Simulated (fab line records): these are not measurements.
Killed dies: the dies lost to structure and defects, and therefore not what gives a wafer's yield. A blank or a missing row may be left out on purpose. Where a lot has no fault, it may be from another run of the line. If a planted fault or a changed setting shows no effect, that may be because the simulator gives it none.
Matching of chambers || flow nand-harc || 4 sister chambers for NHARC_P_GATE_ETCH_104 on rie-diel-11
The step etches the open film in CF4/CHF3, target depth 60 nm. 14 wafers are shown with their chamber, then 7 later ones without.

WAFERS, EACH WITH ITS CHAMBER
{"wafer": "L079.1", "chamber": 3, "showerhead-plenum-p-Torr (Torr)": 1.55, "drypump-motor-current-A (A)": 5.6, "rf-vpp-V (V)": 370.3}
{"wafer": "L079.2", "chamber": 1, "showerhead-plenum-p-Torr (Torr)": 1.51, "drypump-motor-current-A (A)": 6.2, "rf-vpp-V (V)": 369.1}
{"wafer": "L079.3", "chamber": 3, "showerhead-plenum-p-Torr (Torr)": 1.55, "drypump-motor-current-A (A)": 5.6, "rf-vpp-V (V)": 369.0}
{"wafer": "L082.1", "chamber": 3, "showerhead-plenum-p-Torr (Torr)": 1.54, "drypump-motor-current-A (A)": 5.6, "rf-vpp-V (V)": 370.6}
{"wafer": "L082.2", "chamber": 0, "showerhead-plenum-p-Torr (Torr)": 1.62, "drypump-motor-current-A (A)": 5.9, "rf-vpp-V (V)": 373.0}
{"wafer": "L082.5", "chamber": 0, "showerhead-plenum-p-Torr (Torr)": 1.62, "drypump-motor-current-A (A)": 6.0, "rf-vpp-V (V)": 374.2}
{"wafer": "L085.1", "chamber": 2, "showerhead-plenum-p-Torr (Torr)": 1.52, "drypump-motor-current-A (A)": 5.9, "rf-vpp-V (V)": 368.8}
{"wafer": "L085.2", "chamber": 0, "showerhead-plenum-p-Torr (Torr)": 1.62, "drypump-motor-current-A (A)": 6.0, "rf-vpp-V (V)": 373.9}
{"wafer": "L085.4", "chamber": 3, "showerhead-plenum-p-Torr (Torr)": 1.54, "drypump-motor-current-A (A)": 5.6, "rf-vpp-V (V)": 368.1}
{"wafer": "L086.1", "chamber": 0, "showerhead-plenum-p-Torr (Torr)": 1.62, "drypump-motor-current-A (A)": 6.0, "rf-vpp-V (V)": 372.0}
{"wafer": "L086.3", "chamber": 3, "showerhead-plenum-p-Torr (Torr)": 1.54, "drypump-motor-current-A (A)": 5.7, "rf-vpp-V (V)": 370.1}
{"wafer": "L086.4", "chamber": 1, "showerhead-plenum-p-Torr (Torr)": 1.51, "drypump-motor-current-A (A)": 6.3, "rf-vpp-V (V)": 368.1}
{"wafer": "L092.4", "chamber": 0, "showerhead-plenum-p-Torr (Torr)": 1.62, "drypump-motor-current-A (A)": 5.9, "rf-vpp-V (V)": 372.2}
{"wafer": "L092.5", "chamber": 1, "showerhead-plenum-p-Torr (Torr)": 1.51, "drypump-motor-current-A (A)": 6.2, "rf-vpp-V (V)": 368.3}

SIGNATURES (means of the wafers above)
{"reading": "showerhead-plenum-p-Torr", "chamber 0": 1.6200, "chamber 1": 1.5100, "chamber 2": 1.5200, "chamber 3": 1.5440, "scatter within a chamber": 0.00346}
{"reading": "drypump-motor-current-A", "chamber 0": 5.960, "chamber 1": 6.233, "chamber 2": 5.900, "chamber 3": 5.620, "scatter within a chamber": 0.0516}
{"reading": "rf-vpp-V", "chamber 0": 373.060, "chamber 1": 368.500, "chamber 2": 368.800, "chamber 3": 369.620, "scatter within a chamber": 0.937}
Rule: a wafer's distance from a chamber is the root of the sum, over the readings, of the square of ((its reading less the chamber's mean) divided by the reading's scatter). If the next closest chamber is less than 2 further off than the closest, the wafer can't be placed; otherwise it belongs to the closest. The scatter: the root of (the sum of the squares of (reading less its chamber's mean) over the shown wafers, divided by (wafers less chambers)).

WAFERS MISSING THEIR CHAMBER
{"wafer": "L092.6", "showerhead-plenum-p-Torr (Torr)": 1.52, "drypump-motor-current-A (A)": 5.9, "rf-vpp-V (V)": 369.3}
{"wafer": "L094.1", "showerhead-plenum-p-Torr (Torr)": 1.62, "drypump-motor-current-A (A)": 6.0, "rf-vpp-V (V)": 372.6}
{"wafer": "L094.3", "showerhead-plenum-p-Torr (Torr)": 1.54, "drypump-motor-current-A (A)": 5.6, "rf-vpp-V (V)": 369.7}
{"wafer": "L094.4", "showerhead-plenum-p-Torr (Torr)": 1.52, "drypump-motor-current-A (A)": 5.9, "rf-vpp-V (V)": 369.0}
{"wafer": "L097.1", "showerhead-plenum-p-Torr (Torr)": 1.54, "drypump-motor-current-A (A)": 5.6, "rf-vpp-V (V)": 369.4}
{"wafer": "L097.2", "showerhead-plenum-p-Torr (Torr)": 1.51, "drypump-motor-current-A (A)": 6.3, "rf-vpp-V (V)": 367.1}
{"wafer": "L097.5", "showerhead-plenum-p-Torr (Torr)": 1.54, "drypump-motor-current-A (A)": 5.6, "rf-vpp-V (V)": 368.9}

WHICH CHAMBER EACH ONE RAN IN
{"wafer": "L092.6", "from the rows above": 2, "in truth": 2}
{"wafer": "L094.1", "from the rows above": 0, "in truth": 0}
{"wafer": "L094.3", "from the rows above": 3, "in truth": 3}
{"wafer": "L094.4", "from the rows above": 2, "in truth": 2}
{"wafer": "L097.1", "from the rows above": 3, "in truth": 3}
{"wafer": "L097.2", "from the rows above": 1, "in truth": 1}
{"wafer": "L097.5", "from the rows above": 3, "in truth": 3}
Placed correctly: 7 of 7. Not placeable from these rows: 0. Placed wrongly: 0.
